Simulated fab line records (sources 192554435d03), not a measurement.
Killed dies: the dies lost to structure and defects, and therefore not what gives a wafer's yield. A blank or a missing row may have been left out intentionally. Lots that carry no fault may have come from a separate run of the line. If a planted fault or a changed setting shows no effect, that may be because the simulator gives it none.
What tool caused it?	flow n5_finfet	30 wafers from 10 lots sampled at 5 of the route's 1938 steps

## WHAT THE GAUGES READ, wafer by wafer
N5_BEOL_M4_RC_MEAS_101. Usual: DIBL_N 35.7 mV/V, standard deviation 1.3; DIBL_P 35.4 mV/V, standard deviation 1.8; IOFF_N 0.152 nA/um, standard deviation 0.027; IOFF_P 0.20 nA/um, standard deviation 0.034; ION_N 672 uA/um, standard deviation 9.8; ION_P 461 uA/um, standard deviation 7.5; SS_N 71.4 mV/dec, standard deviation 0.55; SS_P 73.1 mV/dec, standard deviation 0.61; VT_N 251 mV, standard deviation 3.3; VT_P -251 mV, standard deviation 3.6.
lot	measured	on	DIBL_N (mV/V)	DIBL_P (mV/V)	IOFF_N (nA/um)	IOFF_P (nA/um)	ION_N (uA/um)	ION_P (uA/um)	SS_N (mV/dec)	SS_P (mV/dec)	VT_N (mV)	VT_P (mV)	flag
L254	day 8 13:11	prober-02	34.3 34.6 33.5	36.0 34.9 35.0	0.149 0.144 0.146	0.18 0.17 0.17	676 664 670	457 455 459	70.9 71.6 70.7	72.8 72.0 73.0	252 254 251	-255 -253 -252	
L255	day 8 23:14	prober-01	35.8 36.4 36.6	36.2 37.6 37.3	0.162 0.186 0.188	0.18 0.19 0.19	676 688 673	452 469 453	71.3 71.3 72.3	73.1 73.7 73.8	253 246 251	-258 -252 -253	
L259	day 10 02:28	prober-02	33.7 35.1 33.6	32.3 34.0 32.7	0.114 0.131 0.112	0.16 0.19 0.17	666 674 666	458 463 467	70.7 71.6 72.0	72.2 72.7 72.5	256 255 255	-253 -253 -255	
L260	day 10 03:15	prober-02	36.5 37.6 37.4	34.9 35.7 36.3	0.147 0.154 0.156	0.19 0.21 0.21	671 669 675	458 459 458	72.1 71.6 72.1	73.5 73.0 73.0	251 250 253	-248 -251 -249	
L261	day 10 11:20	prober-02	37.7 35.7 34.8	38.4 35.6 34.8	0.186 0.148 0.139	0.26 0.22 0.21	680 662 677	466 463 465	72.5 71.3 70.7	74.4 73.1 73.3	250 250 250	-245 -248 -248	
L268	day 12 15:07	prober-01	34.7 33.4 35.4	33.2 31.7 35.0	0.143 0.122 0.164	0.19 0.17 0.21	674 666 676	463 462 469	72.2 71.8 72.1	73.0 73.3 73.5	252 254 252	-249 -251 -249	
L270	day 12 11:26	prober-01	35.3 34.3 34.0	34.9 33.2 33.3	0.143 0.123 0.126	0.18 0.17 0.18	676 666 667	459 457 460	71.4 70.4 70.9	72.9 72.6 72.6	252 254 252	-253 -254 -252	
L271	day 12 17:35	prober-02	33.4 33.5 36.0	34.1 33.9 36.6	0.116 0.108 0.151	0.15 0.15 0.18	656 649 663	451 445 452	71.0 70.8 71.3	72.4 72.5 73.1	256 258 251	-258 -256 -257	
L272	day 12 22:13	prober-02	35.3 37.8 35.5	35.0 38.1 35.2	0.137 0.182 0.137	0.18 0.22 0.18	679 689 678	464 468 466	70.7 71.5 71.0	72.9 73.6 73.5	254 249 250	-252 -249 -253	
L273	day 13 20:10	prober-01	34.3 36.4 35.3	34.6 36.6 35.2	0.123 0.150 0.124	0.18 0.20 0.17	663 673 667	458 464 456	71.2 71.5 71.2	72.0 73.5 72.7	253 250 253	-252 -250 -251	

## EACH LOT AND THE TOOL THAT RAN IT (in order: tool; ch and the chambers of the sampled wafers; start)
lot	N5_BEOL_M0_SPUTTER_116	N5_BEOL_M0_ANNEAL_133	N5_BEOL_M0_CO_CAP_123	N5_BEOL_M1_ILD_DEP_00
L254	pvd_sputter-01, day 6 16:33	pvd_sputter-01, day 6 16:45	cvd_co-02 ch 0,1,2, day 6 19:33	pecvd-03 ch 0,1, day 6 19:48
L255	pvd_sputter-02, day 7 00:22	pvd_sputter-02, day 7 00:34	cvd_co-02 ch 1,2, day 7 05:23	pecvd-01 ch 2, day 7 05:38
L259	pvd_sputter-02, day 8 02:31	pvd_sputter-02, day 8 02:43	cvd_co-01 ch 0,1,2, day 8 06:36	pecvd-04 ch 0,1, day 8 06:50
L260	pvd_sputter-01, day 8 04:49	pvd_sputter-01, day 8 05:01	cvd_co-01 ch 0,1,2, day 8 08:50	pecvd-03 ch 0,1,2, day 8 09:05
L261	pvd_sputter-02, day 8 12:10	pvd_sputter-02, day 8 12:22	cvd_co-01 ch 1,2, day 8 17:59	pecvd-03 ch 0,1,2, day 8 18:13
L268	pvd_sputter-03, day 10 04:25	pvd_sputter-03, day 10 04:37	cvd_co-01 ch 1,2, day 10 09:34	pecvd-03 ch 0,2, day 10 09:50
L270	pvd_sputter-03, day 10 16:13	pvd_sputter-03, day 10 16:25	cvd_co-01 ch 0,1,2, day 10 20:22	pecvd-04 ch 1,2, day 10 20:37
L271	pvd_sputter-03, day 10 19:32	pvd_sputter-03, day 10 19:44	cvd_co-02 ch 0,2, day 10 21:55	pecvd-04 ch 0,2, day 10 22:09
L272	pvd_sputter-02, day 11 00:57	pvd_sputter-02, day 11 01:09	cvd_co-02 ch 0,1, day 11 02:26	pecvd-03 ch 0,2, day 11 02:40
L273	pvd_sputter-03, day 11 17:01	pvd_sputter-03, day 11 17:13	cvd_co-01 ch 0,1,2, day 11 20:14	pecvd-04 ch 1,2, day 11 20:31
- N5_BEOL_M0_SPUTTER_116: material Cu, target thk 4 nm, time 7.37 s.
- N5_BEOL_M0_ANNEAL_133: time 60 s.
- N5_BEOL_M0_CO_CAP_123: material Co, precursor CCTBA/H2, target thk 2 nm, time 102.1 s.
- N5_BEOL_M1_ILD_DEP_00: deposits SiOC from DEMS/O2, target thk 79 nm, time 15.3 s.

## WHAT THE TOOLS THEMSELVES READ (means of the sampled wafers that have a number; where no wafer has one, the mark that the record gives instead)
N5_BEOL_M0_SPUTTER_116. Usual: throttle_valve_pct reads 29.8 % (standard deviation 0.83).
lot	tool	throttle_valve_pct (%)	flag
L254	pvd_sputter-01	30.2	
L255	pvd_sputter-02	30.0	
L259	pvd_sputter-02	29.4	
L260	pvd_sputter-01	30.4	
L261	pvd_sputter-02	30.1	
L268	pvd_sputter-03	29.9	
L270	pvd_sputter-03	29.7	
L271	pvd_sputter-03	30.1	
L272	pvd_sputter-02	29.6	
L273	pvd_sputter-03	30.2	

N5_BEOL_M0_ANNEAL_133. Usual: heater_power_w reads 870 W (standard deviation 80).
lot	tool	heater_power_w (W)	flag
L254	pvd_sputter-01	887	
L255	pvd_sputter-02	943	
L259	pvd_sputter-02	924	
L260	pvd_sputter-01	885	
L261	pvd_sputter-02	931	
L268	pvd_sputter-03	799	
L270	pvd_sputter-03	793	
L271	pvd_sputter-03	795	
L272	pvd_sputter-02	831	
L273	pvd_sputter-03	758	

N5_BEOL_M0_CO_CAP_123. Usual: chamber_pressure_Torr 30.01 Torr, standard deviation 0.062; heater_power_outer_w 124 W, standard deviation 9.8; heater_power_w 241 W, standard deviation 27.
lot	tool	chamber_pressure_Torr (Torr)	heater_power_outer_w (W)	heater_power_w (W)	flag
L254	cvd_co-02	30.02	130	255	
L255	cvd_co-02	29.97	119	241	
L259	cvd_co-01	-	-	-	OFF
L260	cvd_co-01	-	-	-	OFF
L261	cvd_co-01	-	-	-	OFF
L268	cvd_co-01	30.06	115	212	
L270	cvd_co-01	30.04	118	222	
L271	cvd_co-02	29.94	125	246	
L272	cvd_co-02	29.95	135	274	
L273	cvd_co-01	30.01	120	225	

N5_BEOL_M1_ILD_DEP_00. Usual: heater_power_w 499 W, standard deviation 110; showerhead_plenum_p_Torr 5.692 Torr, standard deviation 0.019; throttle_valve_pct 11.9 %, standard deviation 0.65.
lot	tool	heater_power_w (W)	showerhead_plenum_p_Torr (Torr)	throttle_valve_pct (%)	flag
L254	pecvd-03	479	5.691	12.3	
L255	pecvd-01	563	5.700	11.5	
L259	pecvd-04	322	5.671	11.8	
L260	pecvd-03	542	5.703	11.9	
L261	pecvd-03	499	5.687	11.9	
L268	pecvd-03	550	5.688	12.5	
L270	pecvd-04	530	5.694	10.9	
L271	pecvd-04	414	5.689	11.1	
L272	pecvd-03	525	5.676	12.3	
L273	pecvd-04	516	5.703	10.8	

## THE ANSWER, worked out from the rows above alone
Rule: a lot counts as off when the mean over its wafers that have a number is more than 3 standard deviations away from the usual mean. Also off: a lot with no number at a reading for which 4 or more lots have one. The other lots that the step has rows for count as sound. Order of review: gauges by route order, followed by the tools' own readings, for which a lot's mean as printed above is used. The first step at which some lot is off is used, and at that step the reading that is off furthest; a lot without a number counts as furthest.
Off at N5_BEOL_M0_CO_CAP_123 (chamber_pressure_Torr): L259, L260, L261. Without a number there: L259, L260, L261.
A tool fits if, at that step or a process step before it, it ran every lot that is off, and no sound lot after the first of them. No candidate that was tried fits.

## WHAT WAS PUT IN BY THE SIMULATOR
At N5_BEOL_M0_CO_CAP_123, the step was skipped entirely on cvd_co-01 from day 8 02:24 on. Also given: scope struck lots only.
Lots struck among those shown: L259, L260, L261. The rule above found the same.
